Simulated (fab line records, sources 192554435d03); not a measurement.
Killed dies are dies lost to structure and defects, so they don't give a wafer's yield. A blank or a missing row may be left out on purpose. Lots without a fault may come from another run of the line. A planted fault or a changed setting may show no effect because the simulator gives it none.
A struck lot beside a sound one | flow n5_finfet | 15 steps out of a route of 1938
Sound: wafers L547.3, L547.5, L547.6. Struck: wafer L558.3. (L558.2, L558.5 of the same lot were not struck and are left out.) The cause comes at the end.
At each step with rows: each side's tool, then ch and its chambers, then its first start. Under that, the readings that differ: sound wafers | struck wafers | difference of the means | sigmas: that difference in standard deviations of wafers without a fault.
alike: readings whose means differ by less than 2 such deviations, and words and numbers that are the same on both sides. not compared: withheld readings, readings that some wafer has no value for, bounds like >300 that may hide the same value, and numbers for which the record gives no deviation and whose values overlap.
The two part at a step that has a row with sigmas, a row that says differs or no value, or rows on one side only. Numbers that don't overlap but have no deviation are shown without sigmas and don't part them. A reading that every wafer of one side lacks parts them only if that side has two wafers or more.

first, 2 steps without rows for these wafers: N5_BEOL_M1_DESCUM_33 (chemistry O2, time 7 s); N5_BEOL_M1_ETCH_77 (etches underlayer in N2/H2, target depth 6.5 nm, time 5.2 s).
N5_BEOL_M1_ETCH_69: etches SiARC in CF4, target depth 15.6 nm, time 26 s.
  sound on rie_diel-06 ch 0,1,3, day 7 07:14; struck on rie_diel-06 ch 3, day 10 02:47
  alike: drypump_motor_current_A, etch_rf_on_time_s, oes_product_au, rf_fwd_power_W, rf_vpp_V, showerhead_plenum_p_Torr, throttle_valve_pct
  not compared: rf_hours_counter_h
N5_BEOL_M1_ALD_98: deposits SiO2, target thk 2.5 nm, pulse time 1 s, co reactant pulse time 1 s.
  sound on ald_sin-02 ch 1,2, day 7 07:19; struck on ald_sin-03 ch 2, day 10 03:41
  reading            | sound    | struck | difference | sigmas
  heater_power_w (W) | 80 70 80 | 91     | +14        | +2
  alike: precursor_pulse_height_rel
then, 1 step without rows for these wafers: N5_BEOL_M1_ETCHBACK_99 (etches SiO2 in CHF3, target depth 5 nm, time 10.4 s).
N5_BEOL_M1_ETCH_70: etches SOC in N2/H2, target depth 80 nm, overetch 16 nm, time 120 s.
  sound on rie_diel-04 ch 0,2,3, day 7 17:23; struck on rie_diel-06 ch 3, day 10 05:02
  alike: drypump_motor_current_A, n2_flow_sccm, oes_product_au, rf_fwd_power_W, rf_vpp_V, showerhead_plenum_p_Torr, throttle_valve_pct
  not compared: rf_hours_counter_h
then, 2 steps without rows for these wafers: N5_BEOL_M1_STRIP_71 (strips in N2/H2); N5_BEOL_M1_STRIP_78 (strips in N2/H2).
N5_BEOL_M1_VIA_ETCH_34: etches the open film in C4F6/O2, target depth 67.8 nm, time 64.4 s.
  sound on rie_diel-04 ch 0,2,3, day 7 17:29; struck on rie_diel-06 ch 3, day 10 05:08
  alike: drypump_motor_current_A, oes_product_au, rf_fwd_power_W, rf_vpp_V, showerhead_plenum_p_Torr, throttle_valve_pct
  not compared: rf_hours_counter_h
then, 3 steps without rows for these wafers: N5_BEOL_M1_STRIP_83 (strips in C4F6/O2); N5_BEOL_M1_STRIP_36 (strips in N2/H2); N5_BEOL_M1_TRENCH_ETCH_37 (etches SiOC in C4F6/O2, target depth 55.207 nm, time 29 s).
N5_BEOL_M1_ETCH_41: etches SiCN in CH3F/O2, target depth 31.9 nm, time 57.8 s.
  sound on rie_diel-04 ch 0,2,3, day 7 17:37; struck on rie_diel-06 ch 3, day 10 05:16
  reading                  | sound             | struck | difference | sigmas
  oes_product_au (a.u.)    | 0.69 0.80 0.94    | 0.61   | -0.20      | -3
  rf_fwd_power_W (W)       | 392.5 393.9 389.9 | 387.3  | -4.8       | -3
  model.etch.depth_nm (nm) | 21.12 22 22.3     | 15.72  | -6.09      |
  alike: CH3F_flow_sccm, drypump_motor_current_A, rf_vpp_V, showerhead_plenum_p_Torr, throttle_valve_pct
  not compared: rf_hours_counter_h
N5_BEOL_M1_STRIP_97: strips in N2/H2, time 10 s.
  sound on rie_diel-04 ch 0,2,3; struck on rie_diel-06 ch 3
  alike: drypump_motor_current_A, n2_flow_sccm, oes_product_au, rf_vpp_V, showerhead_plenum_p_Torr, throttle_valve_pct
  not compared: rf_hours_counter_h
-- the record jumps here: 3 days lie between the struck wafers' starts before and after (it left off in module BEOL_M1 and takes up again in module BEOL_M4, whose first step shown is number 1111 of the route) --
N5_BEOL_M4_RC_MEAS_101:
  sound on prober-02 ch 0, day 10 16:25; struck on prober-01 ch 0, day 13 04:43
  reading       | sound       | struck | difference | sigmas
  ION_N (uA/um) | 695 688 674 | 648    | -38        | -3
  VT_N (mV)     | 250 249 245 | 256    | +8         | +2
  alike: DIBL_N, DIBL_P, IOFF_N, IOFF_P, ION_P, SS_N, SS_P, VT_P

WHERE THEY PART
First at N5_BEOL_M1_ALD_98; last, within this record, at N5_BEOL_M4_RC_MEAS_101.

WHY: what the simulator had put in
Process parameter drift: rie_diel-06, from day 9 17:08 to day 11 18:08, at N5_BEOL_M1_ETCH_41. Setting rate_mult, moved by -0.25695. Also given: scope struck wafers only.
